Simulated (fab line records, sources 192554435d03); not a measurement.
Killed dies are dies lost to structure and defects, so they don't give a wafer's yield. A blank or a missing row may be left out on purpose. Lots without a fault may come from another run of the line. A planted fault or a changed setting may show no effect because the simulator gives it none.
Tool commonality check | flow n5_finfet | 10 lots, 30 wafers sampled

WHY IT WAS OPENED
At N5_BEOL_M14_INSPECT_30 the reading raw_defect_count is flagged on 3 of 10 lots. Wafers without a fault read 2.0, standard deviation 1.3.
Rule: a lot is flagged when every wafer of it that has a number lies more than 4 standard deviations from that mean, or none has a number. The other lots count as sound.

lot  | measured     | on                | raw_defect_count, wafer by wafer | flag
L977 | day 11 22:13 | defect_inspect-02 | 2 2 3                            |
L981 | day 12 16:10 | defect_inspect-01 | 1 1 1                            |
L980 | day 12 17:40 | defect_inspect-02 | 2 0 1                            |
L982 | day 12 21:08 | defect_inspect-01 | 2 2 0                            |
L984 | day 14 04:01 | defect_inspect-01 | >300 >300 298                    | FLAGGED
L985 | day 14 10:26 | defect_inspect-02 | 2 3 3                            |
L987 | day 14 18:47 | defect_inspect-01 | 294 >300 293                     | FLAGGED
L992 | day 15 11:13 | defect_inspect-02 | >300 >300 280                    | FLAGGED
L996 | day 16 23:23 | defect_inspect-02 | 1 4 2                            |
L997 | day 17 03:27 | defect_inspect-02 | 2 0 1                            |
The numbers of the flagged lots are 291.2 on average: +289.2 against the usual, or +99 or more standard deviations.

WHICH TOOL RAN EACH LOT
The record holds 1 process step before the reading, out of a route of 1938 steps. In each cell: the tool, then ch and the chambers that the sampled wafers went through, then the start.
lot  | flag    | N5_BEOL_M14_ETCH_59
L977 |         | rie_diel-02 ch 0,2,3, day 11 21:26
L981 |         | rie_diel-01 ch 1,2,3, day 12 15:23
L980 |         | rie_diel-02 ch 0,1,3, day 12 16:44
L982 |         | rie_diel-02 ch 1,2, day 12 20:21
L984 | FLAGGED | rie_diel-02 ch 0,1,2, day 14 03:09
L985 |         | rie_diel-01 ch 0,1, day 14 09:31
L987 | FLAGGED | rie_diel-02 ch 0,1,3, day 14 18:00
L992 | FLAGGED | rie_diel-02 ch 0,1, day 15 10:26
L996 |         | rie_diel-01 ch 1,2,3, day 16 22:28
L997 |         | rie_diel-01 ch 0,1,2, day 17 02:40
What these steps do:
- N5_BEOL_M14_ETCH_59: etches BARC in N2/H2, target depth 89 nm, overetch 26.7 nm, time 67.9 s.
- N5_BEOL_M14_INSPECT_30: inspects for defects (macro).

FLAGGED OVER TOTAL, TOOL BY TOOL (the gauges that took the reading come last)
step                   | tool              | lots run | flagged | share of the flagged lots | sound lots run after its first flagged lot
N5_BEOL_M14_ETCH_59    | rie_diel-01       | 4        | 0       | none                      | -
N5_BEOL_M14_ETCH_59    | rie_diel-02       | 6        | 3       | all                       | 0
N5_BEOL_M14_INSPECT_30 | defect_inspect-01 | 4        | 2       | some                      | 0
N5_BEOL_M14_INSPECT_30 | defect_inspect-02 | 6        | 1       | some                      | 2 (L996,L997)

WHAT THE TABLE ALLOWS
1 row of the table ran every flagged lot: rie_diel-02 at N5_BEOL_M14_ETCH_59.
- rie_diel-02 at N5_BEOL_M14_ETCH_59: 3 of its 6 lots flagged. Its last sound lot is L982 (day 12 20:21), its first flagged lot L984 (day 14 03:09): a fault that began between those two fits.
One tool is left: rie_diel-02 at N5_BEOL_M14_ETCH_59.

WHAT THE SIMULATOR HAD PUT IN
Chamber particle source: rie_diel-02, from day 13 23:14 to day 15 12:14, at N5_BEOL_M14_ETCH_59. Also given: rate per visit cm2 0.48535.
Lots struck among those shown: L984, L987, L992. The rule above found the same.
